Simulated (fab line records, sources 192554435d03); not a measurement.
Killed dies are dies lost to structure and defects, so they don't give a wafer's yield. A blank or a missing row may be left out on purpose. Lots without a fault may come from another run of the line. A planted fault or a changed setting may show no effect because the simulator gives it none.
fab line records | flow n5_finfet
record lots=4 wafers=12 last_day=17
route steps=1938 shown BEOL_M1@782 BEOL_M4@1111
lots that met no fault: from a run of the same line without faults
start_h: hours from the record's first day to the start of the lot's first wafer shown | wait_h: hours since the lot's step before | " the same as in the row above | L1.1+2: a row that stands for several wafers | - no value, or no start given | * or withheld: withheld | < > ~ a bound
route shown NAME@n: a module of which the file shows steps, and the number in the route of the first | usual: mean/standard deviation of fault-free wafers | same: alike in all rows | chamber/n: place in a boat | sites: the reading at each site | _std_site: their standard deviation | _edge_site: outer sites' mean less inner sites' | radius_mm: how far each site lies from the wafer's centre | mask NAME#n: copy n | behind: the tool/chamber that last shaped the wafer | hold: why the lot was held/for how many hours/how that ended | device: the transistor (n, p or np) that didn't switch | end of line: the same wafers' tests at the end of the route | a step without rows: its recipe alone | killed: dies lost to structure and defects at the first sort, not the wafer's yield | map: a wafer's dies, x killed, . not, _ none there
set.NAME: the setting as run; set.NAME@STEP: as run at that earlier step | model.NAME: the simulator's own value behind a step, which no gauge read
lots at some steps of the route; a table a step, a row a wafer
services: from which hour (start_h, from the record's first day; less than 0 if before it) a tool's chamber was out of use, for how many hours, and why
## steps
# step N5_BEOL_M1_SOFTBAKE_23
# recipe temp_c=110 time_s=60 resist=CAR-EUV
# step N5_BEOL_M1_EXPOSE_25
# recipe mask_id=V0 na=0.33 source_shape=quasar sigma_inner=0.2 sigma_outer=0.8 polarization=unpolarized defocus_nm=5 target_cd_nm=24 dose_mj=63
# step N5_BEOL_M1_PEB_26
# recipe peb_temp_c=100 peb_time_s=60 resist=CAR-EUV
# step N5_BEOL_M1_DEVELOP_27
# recipe develop_time_s=30 developer=TMAH resist=CAR-EUV rinse_liquid=surfactant_rinse dry=air_spin dev_temp_c=23
# step N5_BEOL_M1_DESCUM_33
# recipe chemistry=O2 time_s=7 source_power_w=50 bias_power_w=20 pressure_mtorr=20 rf_frequency_hz=2.712e+07 temp_c=40 resist=CAR-EUV o2_flow_sccm=225
# step N5_BEOL_M1_ETCH_77
# recipe chemistry=N2/H2 target=underlayer target_depth_a=65 mask_material=CAR-EUV time_s=5.2 ion_energy_ev=200 pressure_mtorr=30 source_w=840 bias_w=150 n2_flow_sccm=200 h2_flow_sccm=200 ends=cleared
# step N5_BEOL_M1_ETCH_69
# recipe chemistry=CF4 target=SiARC target_depth_a=156 mask_material=CAR-EUV time_s=26 ion_energy_ev=80 pressure_mtorr=40 source_w=545 bias_w=36 Ar_flow_sccm=100 cf4_flow_sccm=100 ends=cleared
# step N5_BEOL_M1_ALD_98
# recipe material=SiO2 target_thk_a=25 temp_c=100 ald_precursor_family=BDEAS ald_co_reactant=O2-plasma pulse_time_s=1 co_reactant_pulse_time_s=1 purge_time_s=2 co_reactant_purge_time_s=2 ald_cycles=17 pressure_torr=2
# step N5_BEOL_M1_ETCHBACK_99
# recipe chemistry=CHF3 target=SiO2 target_depth_a=50 time_s=10.4 source_w=215 bias_w=47 Ar_flow_sccm=200 CHF3_flow_sccm=12 ion_energy_ev=100 pressure_mtorr=30
# step N5_BEOL_M1_ETCH_70
# recipe chemistry=N2/H2 target=SOC target_depth_a=800 overetch_a=160 mask_material=SiARC temp_c=40 time_s=120 ion_energy_ev=200 pressure_mtorr=30 source_w=840 bias_w=150 n2_flow_sccm=200 h2_flow_sccm=200
# usual bias_w=150.0/0.42 drypump_motor_current_A=5.8/0.47 n2_flow_sccm=199.9/0.56 oes_product_au=0.57/0.044 rf_fwd_power_W=835.8/2.7 rf_vpp_V=523.6/2.7 showerhead_plenum_p_Torr=2.53/0.087 throttle_valve_pct=17.86/0.15
# columns lot.wafer tool chamber start_h wait_h bias_w drypump_motor_current_A n2_flow_sccm oes_product_au rf_fwd_power_W rf_hours_counter_h rf_vpp_V showerhead_plenum_p_Torr throttle_valve_pct model.SiARC_of_BEOL_M1_COAT_68.thk_nm
L780.1 rie_diel-01 0 190.26 0.0 149.3 6.0 200.4 0.60 1041.7 152 484.6 2.43 17.91 5.6
L780.2 " 1 " " 149.9 6.5 200.0 0.68 1034.1 44 487.8 2.60 17.81 6
L780.4 " 2 " " 149.8 6.0 199.6 0.56 1039.9 188 491.2 2.63 17.91 5.6
L781.3 rie_diel-01 2 194.06 0.0 150.0 6.0 199.5 0.56 1035.8 189 491.5 2.63 17.93 5.6
L781.4 " 0 " " 150.0 6.0 200.0 0.60 1038.1 153 484.9 2.43 17.95 5.6
L781.6 " 1 " " 150.5 6.5 199.5 0.68 1035.9 - 489.7 2.60 17.80 5.8
L782.2 rie_diel-02 0 199.51 0.0 149.9 5.8 199.5 0.56 837.8 170 524.6 2.53 17.70 6.2
L782.5 " 2 " " 150.8 4.9 198.7 0.56 833.8 - 524.2 2.52 17.77 6.4
L782.6 " 1 " " 149.9 6.1 199.9 0.55 834.9 - 525.6 2.60 17.63 6.4
L789.2 rie_diel-01 2 255.53 0.0 150.3 5.9 200.6 0.55 834.4 207 526.6 2.62 17.97 6.4
L789.4 " 3 " " 150.5 5.0 200.5 0.54 830.2 217 518.7 2.42 18.02 6.4
L789.6 " 3 " " 150.2 5.0 200.5 0.54 831.8 - 520.5 2.42 18.03 6.4
# step N5_BEOL_M1_STRIP_71
# recipe chemistry=N2/H2 temp_c=40 n2_flow_sccm=200 h2_flow_sccm=200 rf_frequency_hz=6e+07
# step N5_BEOL_M1_STRIP_78
# recipe chemistry=N2/H2 temp_c=40 n2_flow_sccm=200 h2_flow_sccm=200 rf_frequency_hz=6e+07
# step N5_BEOL_M1_VIA_ETCH_34
# recipe chemistry=C4F6/O2 target_depth_a=678 mask_material=SOC pressure_mtorr=15 ion_energy_ev=250 taper_deg=4 time_s=64.4 source_w=350 bias_w=170 Ar_flow_sccm=300 C4F6_flow_sccm=10 O2_flow_sccm=10
# usual bias_w=170.0/0.52 drypump_motor_current_A=5.8/0.47 oes_ar_750_au=0.75/0.053 oes_f_703_au=0.75/0.05 oes_product_au=0.75/0.06 rf_fwd_power_W=347.0/1.2 rf_vpp_V=668/11 showerhead_plenum_p_Torr=2.83/0.099 throttle_valve_pct=30.76/0.23
# columns lot.wafer tool chamber start_h wait_h bias_w drypump_motor_current_A oes_ar_750_au oes_f_703_au oes_product_au rf_fwd_power_W rf_hours_counter_h rf_vpp_V showerhead_plenum_p_Torr throttle_valve_pct model.BEOL_M1.cd_nm
L780.1 rie_diel-01 0 190.36 0.0 170.3 6.0 0.78 0.78 0.79 347.2 152 662 2.72 30.87 18.8
L780.2 " 1 " " 169.3 6.5 0.87 0.85 0.88 345.7 44 662 2.87 30.41 18
L780.4 " 2 " " 168.5 6.0 0.72 0.71 0.72 347.1 188 691 2.95 30.96 18.2
L781.3 rie_diel-01 2 194.16 0.0 169.7 6.0 0.72 0.71 0.72 346.5 189 691 2.95 30.95 18.2
L781.4 " 0 " " 170.1 6.0 0.77 0.79 0.78 347.8 153 662 2.72 30.86 18
L781.6 " 1 " " 170.4 6.5 0.87 0.85 0.88 347.3 - 662 2.87 30.41 18.2
L782.2 rie_diel-02 0 199.61 0.0 169.5 5.7 0.74 0.74 0.72 348.1 170 663 2.83 30.49 18
L782.5 " 2 " " 169.7 4.9 0.73 0.73 0.73 346.7 - 668 2.81 30.52 18.2
L782.6 " 1 " " 169.5 6.2 0.73 0.74 0.72 344.5 - 667 2.94 30.80 17.8
L789.2 rie_diel-01 2 255.63 0.0 169.7 5.9 0.71 0.70 0.69 347.9 207 689 2.94 30.97 17.8
L789.4 " 3 " " 169.7 5.0 0.69 0.69 0.69 344.3 217 667 2.71 30.97 18
L789.6 " 3 " " 169.8 5.0 0.70 0.70 0.69 345.9 - 667 2.71 30.96 17.4
# step N5_BEOL_M1_STRIP_83
# recipe chemistry=C4F6/O2 resist=SiARC rf_frequency_hz=6e+07
# step N5_BEOL_M4_RC_MEAS_101
# usual DIBL_N=36.0/1.6 DIBL_P=36.1/2 IOFF_N=0.160/0.029 IOFF_P=0.21/0.039 ION_N=675/13 ION_P=464/8.8 SS_N=71.5/0.58 SS_P=73.3/0.65 VT_N=250/3.3 VT_P=-249/3.6
# columns lot.wafer tool chamber start_h wait_h DIBL_N[mV/V] DIBL_P[mV/V] IOFF_N[nA/um] IOFF_P[nA/um] ION_N[uA/um] ION_P[uA/um] SS_N[mV/dec] SS_P[mV/dec] VT_N[mV] VT_P[mV]
L780.1 prober-02 0 234.40 0.0 36.5 37.7 0.167 0.27 673 470 71.8 73.6 246 -244
L780.2 " 0 " " 39.1 39.4 0.227 0.29 681 466 73.4 73.5 244 -244
L780.4 " 0 " " 37.2 39.1 0.185 0.30 689 479 71.9 73.8 244 -243
L781.3 prober-01 0 236.55 0.3 37.6 38.9 0.199 0.28 697 488 71.8 73.8 247 -243
L781.4 " 0 " " 35.5 35.7 0.150 0.22 671 464 71.2 73.6 251 -246
L781.6 " 0 " " 36.2 37.1 0.167 0.24 683 474 71.8 73.1 248 -245
L782.2 prober-02 0 238.21 0.2 36.3 34.7 0.160 0.19 676 458 70.9 73.1 249 -252
L782.5 " 0 " " 37.9 36.9 0.190 0.22 684 467 71.4 73.5 246 -250
L782.6 " 0 " " 35.0 33.2 0.136 0.18 682 465 70.9 72.7 253 -253
L789.2 prober-01 0 298.10 0.2 34.5 32.2 0.118 0.15 661 451 71.3 71.8 253 -256
L789.4 " 0 " " 36.1 35.1 0.159 0.19 672 458 72.0 72.5 247 -253
L789.6 " 0 " " 33.9 32.0 0.126 0.15 681 461 70.8 71.9 250 -253
## services
# columns tool chamber start_h hours kind
rie_diel-01 0 181.02 4.1 repair
## key
first_sign step=N5_BEOL_M1_ETCH_70 reading=rf_fwd_power_W direction=up sigmas=76 usual=* struck=*
effect step=N5_BEOL_M1_ETCH_70 reading=rf_vpp_V direction=down sigmas=13 usual=523.6 struck=488.3
model_effect step=N5_BEOL_M1_ETCH_70 value=SiARC_of_BEOL_M1_COAT_68.thk_nm without=6.433 struck=5.7
model_effect step=N5_BEOL_M1_VIA_ETCH_34 value=BEOL_M1.cd_nm without=17.67 struck=18.23
met_at N5_BEOL_M1_ETCH_70
struck_wafers L780.1,L780.2,L780.4,L781.3,L781.4,L781.6
baseline_loss step=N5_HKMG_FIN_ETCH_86 wafers=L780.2
fault kind=process_parameter_drift tool=rie_diel-01 chamber=- onset_h=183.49 steps=N5_BEOL_M1_ETCH_70 channel=source_w offset=201.6 shape=step end_h=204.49 acts_in=these_recipes_only stated=840
# baseline_loss: these wafers lose ten dies or more at that step, a loss of the line's own and not of a fault; the sort's usual values leave them out
